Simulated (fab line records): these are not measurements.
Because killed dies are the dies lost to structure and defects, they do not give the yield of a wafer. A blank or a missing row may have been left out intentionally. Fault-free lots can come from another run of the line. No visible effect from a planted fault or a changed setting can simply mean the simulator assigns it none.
Lot-split experiment / flow n5Finfet / 21 wafers read across 7 lots, on a route 1938 steps long

## ABOUT THE SPLIT
At N5_PASSIVATION_VIA_ETCH_13 (etches SiO2 in CHF3/O2, target depth 660 nm, time 330 s), the setting biasW was moved away from the recipe's 170 W on 9 of the 21 wafers read, by -14.8% to +8.9%. The other wafers ran this setting at the recipe's value.

The reading comes from the split's own step.

## THE READING
rfVppV, in V, at N5_PASSIVATION_VIA_ETCH_13 (etches SiO2 in CHF3/O2, target depth 660 nm, time 330 s). On this fab line, fault-free wafers typically give 525 V with a standard deviation of 4.7 V.

wafer=L076.2; tool, chamber at the split=rieDiel-04, 1; biasW as run, W=170; against the recipe=recipe; rfVppV, V=522; against lot-mates on the recipe=-
wafer=L076.4; tool, chamber at the split=rieDiel-04, 3; biasW as run, W=170; against the recipe=recipe; rfVppV, V=523; against lot-mates on the recipe=-
wafer=L076.5; tool, chamber at the split=rieDiel-04, 3; biasW as run, W=170; against the recipe=recipe; rfVppV, V=522; against lot-mates on the recipe=-
wafer=L079.1; tool, chamber at the split=rieDiel-04, 1; biasW as run, W=170; against the recipe=recipe; rfVppV, V=522; against lot-mates on the recipe=-
wafer=L079.2; tool, chamber at the split=rieDiel-04, 2; biasW as run, W=185.2; against the recipe=+8.9%; rfVppV, V=562; against lot-mates on the recipe=+42
wafer=L079.4; tool, chamber at the split=rieDiel-04, 0; biasW as run, W=170; against the recipe=recipe; rfVppV, V=517; against lot-mates on the recipe=-
wafer=L083.3; tool, chamber at the split=rieDiel-06, 3; biasW as run, W=144.8; against the recipe=-14.8%; rfVppV, V=466; against lot-mates on the recipe=-63
wafer=L083.4; tool, chamber at the split=rieDiel-06, 3; biasW as run, W=144.8; against the recipe=-14.8%; rfVppV, V=465; against lot-mates on the recipe=-64
wafer=L083.5; tool, chamber at the split=rieDiel-06, 1; biasW as run, W=170; against the recipe=recipe; rfVppV, V=529; against lot-mates on the recipe=-
wafer=L088.1; tool, chamber at the split=rieDiel-04, 1; biasW as run, W=161.3; against the recipe=-5.1%; rfVppV, V=501; against lot-mates on the recipe=-22
wafer=L088.4; tool, chamber at the split=rieDiel-04, 3; biasW as run, W=170; against the recipe=recipe; rfVppV, V=523; against lot-mates on the recipe=-
wafer=L088.5; tool, chamber at the split=rieDiel-04, 1; biasW as run, W=161.3; against the recipe=-5.1%; rfVppV, V=502; against lot-mates on the recipe=-21
wafer=L089.1; tool, chamber at the split=rieDiel-04, 1; biasW as run, W=145.6; against the recipe=-14.4%; rfVppV, V=460; against lot-mates on the recipe=-56
wafer=L089.2; tool, chamber at the split=rieDiel-04, 0; biasW as run, W=170; against the recipe=recipe; rfVppV, V=516; against lot-mates on the recipe=-
wafer=L089.4; tool, chamber at the split=rieDiel-04, 2; biasW as run, W=145.6; against the recipe=-14.4%; rfVppV, V=463; against lot-mates on the recipe=-53
wafer=L090.1; tool, chamber at the split=rieDiel-03, 3; biasW as run, W=170; against the recipe=recipe; rfVppV, V=524; against lot-mates on the recipe=-
wafer=L090.2; tool, chamber at the split=rieDiel-03, 0; biasW as run, W=170; against the recipe=recipe; rfVppV, V=529; against lot-mates on the recipe=-
wafer=L090.5; tool, chamber at the split=rieDiel-03, 3; biasW as run, W=150.3; against the recipe=-11.6%; rfVppV, V=474; against lot-mates on the recipe=-52
wafer=L092.1; tool, chamber at the split=rieDiel-04, 3; biasW as run, W=154.2; against the recipe=-9.3%; rfVppV, V=483; against lot-mates on the recipe=-40
wafer=L092.3; tool, chamber at the split=rieDiel-04, 2; biasW as run, W=170; against the recipe=recipe; rfVppV, V=523; against lot-mates on the recipe=-
wafer=L092.4; tool, chamber at the split=rieDiel-04, 2; biasW as run, W=170; against the recipe=recipe; rfVppV, V=524; against lot-mates on the recipe=-

FIT RESULTS
A straight line over all 21 wafers: rfVppV changes by +4.13 V for each +1% of biasW; r = +0.99; the points scatter about the line by 3.4 V.
The same after taking each lot's own level away (the mean of its wafers on the recipe; 21 wafers): +4.21 V for each +1%; r = +1.00; scatter 2.7 V.
That fit puts the effect of the largest move of biasW on the reading at 62 V.
From 516.0 to 529.0 V: that is the span of the lots' own levels, equal to 2.8 times the standard deviation above.
Hence the lot-to-lot level has little effect on the slope; both slopes agree.
Check: with one of the wafers moved furthest among these (-14.8%) left out of the fit, the line predicts -61.7 V for it against its lot-mates. Against them it came out at -63 V.
Tool readings at the split's step, against how far the setting was moved: etchRfOnTimeS r = -0.94; rfVppV r = +0.99.

## THESE WAFERS: OTHER SPLITS
Other splits were also applied to these wafers ahead of the reading. Each is held against what the fit with the lots' levels taken away leaves over:
other split on the same wafers=N5_MIM_TOP_LITHO_EXPOSE_05 doseMj; wafers away from the commonest value=6; r with rfVppV (lot level and that fit taken away)=-0.15

## THE WHOLE CHAIN: every reading that the file lists as answering this split, in the file's order
step=N5_PASSIVATION_VIA_ETCH_13; what it does=etches SiO2 in CHF3/O2, target depth 660 nm, time 330 s; reading=etchRfOnTimeS; change (the file's fit)=withheld for each +1% of the setting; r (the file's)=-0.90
step=N5_PASSIVATION_VIA_ETCH_13; what it does=etches SiO2 in CHF3/O2, target depth 660 nm, time 330 s; reading=rfVppV; change (the file's fit)=+4.25 V for each +1% of the setting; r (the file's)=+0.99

## FILE'S OWN FIT
rfVppV changes by +4.25 V for each +1% of biasW, r = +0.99.
